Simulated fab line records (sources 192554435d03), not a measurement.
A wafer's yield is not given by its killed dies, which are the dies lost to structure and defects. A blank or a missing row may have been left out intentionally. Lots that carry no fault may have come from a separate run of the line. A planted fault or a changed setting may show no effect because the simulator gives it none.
Split-lot study | flow n5 finfet | route with 1938 steps; 7 lots, 21 wafers read

== THE SPLIT ITSELF ==
At N5_BEOL_M5_ETCH_41 (etches SiCN in CH3F/O2, target depth 31.5 nm, time 56.7 s), the setting source w was moved away from the recipe's 395 W on 6 of the 21 wafers read, by -10.9% to +16.5%. This setting was run at the recipe's value on the other wafers.

Reading taken at the split's own step.

== THE READING ==
rf vpp V, in V, at N5_BEOL_M5_ETCH_41 (etches SiCN in CH3F/O2, target depth 31.5 nm, time 56.7 s). On this fab line, fault-free wafers typically give 297.3 V with a standard deviation of 1.6 V.

wafer  | tool, chamber at the split | source w as run, W | against the recipe | rf vpp V, V | against lot-mates on the recipe
L074.3 | rie diel-06, 2             | 460                | +16.5%             | 281.9       | -14.4
L074.4 | rie diel-06, 1             | 395                | recipe             | 296.1       | -
L074.6 | rie diel-06, 3             | 395                | recipe             | 296.5       | -
L075.2 | rie diel-02, 2             | 395                | recipe             | 298.0       | -
L075.3 | rie diel-02, 0             | 352                | -10.9%             | 308.0       | +9.0
L075.5 | rie diel-02, 1             | 395                | recipe             | 300.0       | -
L083.2 | rie diel-05, 2             | 444.7              | +12.6%             | 284.2       | -14.2
L083.3 | rie diel-05, 1             | 395                | recipe             | 298.4       | -
L083.4 | rie diel-05, 0             | 444.7              | +12.6%             | 287.3       | -11.1
L088.2 | rie diel-06, 0             | 395                | recipe             | 295.3       | -
L088.3 | rie diel-06, 3             | 395                | recipe             | 294.6       | -
L088.5 | rie diel-06, 1             | 395                | recipe             | 296.3       | -
L091.3 | rie diel-06, 2             | 395                | recipe             | 295.7       | -
L091.4 | rie diel-06, 0             | 395                | recipe             | 296.2       | -
L091.5 | rie diel-06, 2             | 395                | recipe             | 296.7       | -
L096.1 | rie diel-05, 0             | 395                | recipe             | 299.8       | -
L096.2 | rie diel-05, 2             | 374.8              | -5.1%              | 300.7       | +0.9
L096.3 | rie diel-05, 1             | 374.8              | -5.1%              | 302.2       | +2.4
L097.2 | rie diel-05, 0             | 395                | recipe             | 298.2       | -
L097.3 | rie diel-05, 1             | 395                | recipe             | 296.8       | -
L097.4 | rie diel-05, 3             | 395                | recipe             | 298.2       | -

THE FIT
A straight line over all 21 wafers: rf vpp V changes by -0.923 V for each +1% of source w; r = -0.97; the points scatter about the line by 1.5 V.
The same after taking each lot's own level away (the mean of its wafers on the recipe; 21 wafers): -0.872 V for each +1%; r = -0.98; scatter 1.2 V.
On that fit, the largest move of source w shifts the reading by 14 V.
Across the lots, their own levels run from 295.40 to 299.80 V, a range of 2.7 times the standard deviation given above.
The two slopes are in agreement: the lot-to-lot level therefore moves the slope only a little.
Check: for one of the wafers moved furthest among these (+16.5%), held out of the fit, the line's prediction against its lot-mates is -15 V. It came out at -14.4 V against them.
Tool readings at the split's step, against how far the setting was moved: rf vpp V r = -0.97.

== OTHER SPLITS ON THESE WAFERS ==
Other splits were also applied to these wafers ahead of the reading. Each is held against what the fit with the lots' levels taken away leaves over:
other split on the same wafers     | wafers away from the commonest value | r with rf vpp V (lot level and that fit taken away)
N5_BEOL_M3_ETCH_64 time s          | 10                                   | +0.19
N5_BEOL_M3_COAT_76 spin rpm        | 9                                    | +0.23
N5_BEOL_M3_EXPOSE_25 dose mj       | 8                                    | +0.38
N5_BEOL_M4_COAT_67 spin rpm        | 8                                    | +0.03
N5_BEOL_M4_COAT_22 spin rpm        | 11                                   | +0.20
N5_BEOL_M5_TRENCH_ETCH_37 source w | 6                                    | +0.35

== THE WHOLE CHAIN: every reading that the file lists as answering this split, in the file's order ==
step               | what it does                                              | reading                                                        | change (the file's fit)                | r (the file's)
N5_BEOL_M5_ETCH_41 | etches SiCN in CH3F/O2, target depth 31.5 nm, time 56.7 s | rf vpp V                                                       | -0.874 V for each +1% of the setting   | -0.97
N5_BEOL_M5_ETCH_41 | etches SiCN in CH3F/O2, target depth 31.5 nm, time 56.7 s | etch.depth nm (the simulator's own value, which no gauge read) | +0.0853 nm for each +1% of the setting | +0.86

== THE FILE'S OWN FIT ==
rf vpp V changes by -0.874 V for each +1% of source w, r = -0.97.
